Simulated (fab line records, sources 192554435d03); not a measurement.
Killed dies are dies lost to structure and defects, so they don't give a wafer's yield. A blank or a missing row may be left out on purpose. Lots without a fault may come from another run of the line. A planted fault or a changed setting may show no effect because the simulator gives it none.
Chamber matching | flow n5_finfet | N5_BEOL_M11_ETCH_65 on rie_diel-02: 4 sister chambers
The step etches SiARC in CF4, target depth 39 nm, time 65 s. 4 wafers are shown with their chamber, then 11 later ones without.

WAFERS WITH THEIR CHAMBER
wafer  | chamber | showerhead_plenum_p_Torr (Torr)
L082.6 | 0       | 2.11
L086.2 | 3       | 2.19
L086.6 | 1       | 2.09
L088.1 | 2       | 2.09

WAFERS WITHOUT THEIR CHAMBER
wafer  | showerhead_plenum_p_Torr (Torr)
L088.4 | 2.19
L088.5 | 2.19
L089.1 | 2.09
L089.3 | 2.19
L089.6 | 2.09
L095.1 | 2.18
L095.4 | 2.10
L095.5 | 2.08
L093.3 | 2.18
L093.4 | 2.10
L093.6 | 2.09

WHICH CHAMBER EACH WENT THROUGH
wafer  | from the rows above          | in truth
L088.4 | 3                            | 3
L088.5 | 3                            | 3
L089.1 | can't be placed: 1 or 2      | 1
L089.3 | 3                            | 3
L089.6 | can't be placed: 1 or 2      | 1
L095.1 | 3                            | 3
L095.4 | can't be placed: 0 or 1 or 2 | 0
L095.5 | can't be placed: 1 or 2      | 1
L093.3 | 3                            | 3
L093.4 | can't be placed: 0 or 1 or 2 | 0
L093.6 | can't be placed: 1 or 2      | 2
Placed correctly: 5 of 11. Can't be placed from these rows: 6 (the true chamber is among the candidates in 6). Placed wrongly: 0.
How it was worked out, from the rows above alone: a wafer's distance from a chamber is the root of the sum, over the readings, of the square of ((its reading less the chamber's mean) divided by the reading's scatter). The wafer belongs to the nearest chamber; if the next one is less than 2 further off, it can't be placed. A chamber's mean is the mean of its shown wafers. The scatter: with one shown wafer a chamber, the root of the mean of the squares of how far each hidden wafer lies from its nearest shown one.
